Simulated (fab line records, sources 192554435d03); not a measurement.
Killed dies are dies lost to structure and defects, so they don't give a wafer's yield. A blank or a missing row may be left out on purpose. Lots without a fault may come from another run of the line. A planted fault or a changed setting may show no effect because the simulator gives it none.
Chamber matching | flow n5_finfet | N5_ILD0_LINER_00 on ald_sin-01: 4 sister chambers
The step material SiNx, target thk 4 nm, pulse time 1 s, purge time 2 s. 8 wafers are shown with their chamber, then 9 later ones without.

WAFERS WITH THEIR CHAMBER
wafer  | chamber | heater_power_w (W) | precursor_pulse_height_rel
L079.6 | 0       | 887                | 0.973
L088.1 | 2       | 940                | 1.001
L088.3 | 3       | 862                | 1.028
L089.4 | 2       | 957                | 0.976
L089.6 | 3       | 855                | 1.019
L092.1 | 0       | 870                | 1.022
L092.3 | 1       | 786                | 0.980
L092.6 | 1       | 762                | 0.986

WAFERS WITHOUT THEIR CHAMBER
wafer  | heater_power_w (W) | precursor_pulse_height_rel
L094.1 | 879                | 1.021
L094.2 | 982                | 0.996
L094.3 | 848                | 1.025
L095.2 | 792                | 0.975
L095.3 | 867                | 1.007
L095.6 | 967                | 0.976
L096.1 | 967                | 0.992
L096.3 | 855                | 1.003
L096.5 | 871                | 1.012

WHICH CHAMBER EACH WENT THROUGH
wafer  | from the rows above     | in truth
L094.1 | can't be placed: 0 or 3 | 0
L094.2 | 2                       | 2
L094.3 | can't be placed: 3 or 0 | 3
L095.2 | 1                       | 1
L095.3 | can't be placed: 0 or 3 | 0
L095.6 | 2                       | 2
L096.1 | 2                       | 2
L096.3 | can't be placed: 3 or 0 | 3
L096.5 | can't be placed: 0 or 3 | 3
Placed correctly: 4 of 9. Can't be placed from these rows: 5 (the true chamber is among the candidates in 5). Placed wrongly: 0.
How it was worked out, from the rows above alone: a wafer's distance from a chamber is the root of the sum, over the readings, of the square of ((its reading less the chamber's mean) divided by the reading's scatter). The wafer belongs to the nearest chamber; if the next one is less than 2 further off, it can't be placed. A chamber's mean is the mean of its shown wafers. The scatter: the root of (the sum of the squares of (reading less its chamber's mean) over the shown wafers, divided by (wafers less chambers)).
